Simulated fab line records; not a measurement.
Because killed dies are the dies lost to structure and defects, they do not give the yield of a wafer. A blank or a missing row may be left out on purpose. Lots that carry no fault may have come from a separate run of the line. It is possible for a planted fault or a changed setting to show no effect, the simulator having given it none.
Split-lot trial | flow n5Finfet | 7 lots, 39 wafers read, on a route of 1938 steps

ABOUT THE SPLIT
At N5_BEOL_M12_ILD_DEP_00 (deposits SiOC from DEMS/O2, target thk 658.92 nm, time 130.7 s), the setting targetThkA was moved away from the recipe's 6589.2 angstrom on 15 of the 39 wafers read, by -59.0% to +57.2%. The other wafers ran this setting at the recipe's value.

FROM THE SPLIT TO THE READING: what the file shows between them, 6 steps
- N5_BEOL_M12_THK_MEAS_01
- N5_BEOL_M12_COAT_58: time 60 s, resist thk 89 nm
- N5_BEOL_M12_COAT_04: resist thk 400 nm
- N5_BEOL_M12_DESCUM_15: chemistry O2, time 7.9 s
- N5_BEOL_M12_ETCH_59: etches BARC in N2/H2, target depth 89 nm, overetch 26.7 nm, time 67.9 s
- N5_BEOL_M12_VIA_ETCH_16: etches SiOC in C4F8/O2/Ar, target depth 724.8 nm

THE READING
oesProductAu, in a.u., at N5_BEOL_M12_STRIP_63 (strips in N2/H2). Fault-free wafers of this fab line usually give 0.693 a.u., standard deviation 0.0048 a.u.

wafer  | tool, chamber at the split | targetThkA as run, angstrom | against the recipe | oesProductAu, a.u. | against lot-mates on the recipe
L074.1 | pecvd-03, 1                | 8097                        | +22.9%             | 0.673              | -0.021
L074.2 | pecvd-03, 0                | 6589.2                      | recipe             | 0.691              | -
L074.3 | pecvd-03, 2                | 6589.2                      | recipe             | 0.690              | -
L074.4 | pecvd-03, 2                | 6589.2                      | recipe             | 0.700              | -
L074.5 | pecvd-03, 0                | 8097                        | +22.9%             | 0.683              | -0.011
L074.6 | pecvd-03, 1                | 8097                        | +22.9%             | 0.675              | -0.019
L080.1 | pecvd-02, 1                | 6589.2                      | recipe             | 0.697              | -
L080.2 | pecvd-02, 2                | 3517                        | -46.6%             | 0.812              | +0.120
L080.3 | pecvd-02, 0                | 6589.2                      | recipe             | 0.695              | -
L080.4 | pecvd-02, 1                | 6589.2                      | recipe             | 0.685              | -
L080.5 | pecvd-02, 2                | 3517                        | -46.6%             | 0.801              | +0.109
L080.6 | pecvd-02, 0                | 3517                        | -46.6%             | 0.796              | +0.104
L078.1 | pecvd-02, 1                | 6589.2                      | recipe             | 0.695              | -
L078.2 | pecvd-02, 0                | 2703                        | -59.0%             | 0.856              | +0.160
L078.3 | pecvd-02, 2                | 2703                        | -59.0%             | 0.864              | +0.168
L078.4 | pecvd-02, 1                | 2703                        | -59.0%             | 0.862              | +0.166
L078.5 | pecvd-02, 0                | 6589.2                      | recipe             | 0.691              | -
L078.6 | pecvd-02, 2                | 6589.2                      | recipe             | 0.701              | -
L084.1 | pecvd-02, 0                | 6589.2                      | recipe             | 0.696              | -
L084.2 | pecvd-02, 2                | 6589.2                      | recipe             | 0.703              | -
L084.3 | pecvd-02, 1                | 6589.2                      | recipe             | 0.690              | -
L084.4 | pecvd-02, 1                | 6589.2                      | recipe             | 0.691              | -
L084.5 | pecvd-02, 0                | 6589.2                      | recipe             | 0.688              | -
L084.6 | pecvd-02, 2                | 6589.2                      | recipe             | 0.692              | -
L087.1 | pecvd-02, 0                | 6589.2                      | recipe             | 0.700              | -
L087.4 | pecvd-02, 0                | 6589.2                      | recipe             | 0.702              | -
L087.6 | pecvd-02, 1                | 6589.2                      | recipe             | 0.695              | -
L090.1 | pecvd-01, 0                | 3859                        | -41.4%             | 0.771              | +0.078
L090.2 | pecvd-01, 1                | 3859                        | -41.4%             | 0.782              | +0.089
L090.3 | pecvd-01, 2                | 6589.2                      | recipe             | 0.694              | -
L090.4 | pecvd-01, 1                | 6589.2                      | recipe             | 0.694              | -
L090.5 | pecvd-01, 0                | 3859                        | -41.4%             | 0.771              | +0.078
L090.6 | pecvd-01, 2                | 6589.2                      | recipe             | 0.692              | -
L094.1 | pecvd-01, 1                | 10360                       | +57.2%             | 0.485              | -0.203
L094.2 | pecvd-01, 2                | 10360                       | +57.2%             | 0.490              | -0.198
L094.3 | pecvd-01, 0                | 10360                       | +57.2%             | 0.447              | -0.241
L094.4 | pecvd-01, 1                | 6589.2                      | recipe             | 0.682              | -
L094.5 | pecvd-01, 0                | 6589.2                      | recipe             | 0.691              | -
L094.6 | pecvd-01, 2                | 6589.2                      | recipe             | 0.691              | -

THE FIT
A straight line over all 39 wafers: oesProductAu changes by -0.00283 a.u. for each +1% of targetThkA; r = -0.96; the points scatter about the line by 0.025 a.u.
The same after taking each lot's own level away (the mean of its wafers on the recipe; 39 wafers): -0.00279 a.u. for each +1%; r = -0.96; scatter 0.024 a.u.
Per that fit: largest targetThkA move, reading shift of 0.16 a.u.
Across the lots, their own levels run from 0.6880 to 0.6990 a.u., a range of 2.3 times the standard deviation given above.
Consequently the slope shifts little with the lot-to-lot level, the two slopes agreeing.
Check: +0.16 a.u. against its lot-mates is what the line predicts for one of the wafers moved furthest among these (-59.0%) when that wafer is left out of the fit. Against them it came out at +0.16 a.u.

THE WHOLE CHAIN: every reading that the file lists as answering this split, in the file's order
step                    | what it does                                                   | reading                                                                            | change (the file's fit)                   | r (the file's)
N5_BEOL_M12_ILD_DEP_00  | deposits SiOC from DEMS/O2, target thk 658.92 nm, time 130.7 s | SiOC_of_BEOL_M12_ILD_DEP_00.thkNm (the simulator's own value, which no gauge read) | +6.48 nm for each +1% of the setting      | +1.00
N5_BEOL_M12_THK_MEAS_01 |                                                                | M12_ILD_THK                                                                        | +6.49 for each +1% of the setting         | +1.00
N5_BEOL_M12_VIA_ETCH_16 | etches SiOC in C4F8/O2/Ar, target depth 724.8 nm               | etch.depthNm (the simulator's own value, which no gauge read)                      | +6.48 nm for each +1% of the setting      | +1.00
N5_BEOL_M12_VIA_ETCH_16 | etches SiOC in C4F8/O2/Ar, target depth 724.8 nm               | coat_of_BEOL_M12_COAT_04.thkNm (the simulator's own value, which no gauge read)    | -1.91 nm for each +1% of the setting      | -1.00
N5_BEOL_M12_STRIP_63    | strips in N2/H2                                                | oesProductAu                                                                       | -0.00277 a.u. for each +1% of the setting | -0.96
N5_BEOL_M12_STRIP_63    | strips in N2/H2                                                | stripTimeToEndpointS                                                               | withheld for each +1% of the setting      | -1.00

THE FILE'S OWN FIT
oesProductAu changes by -0.00277 a.u. for each +1% of targetThkA, r = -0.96.
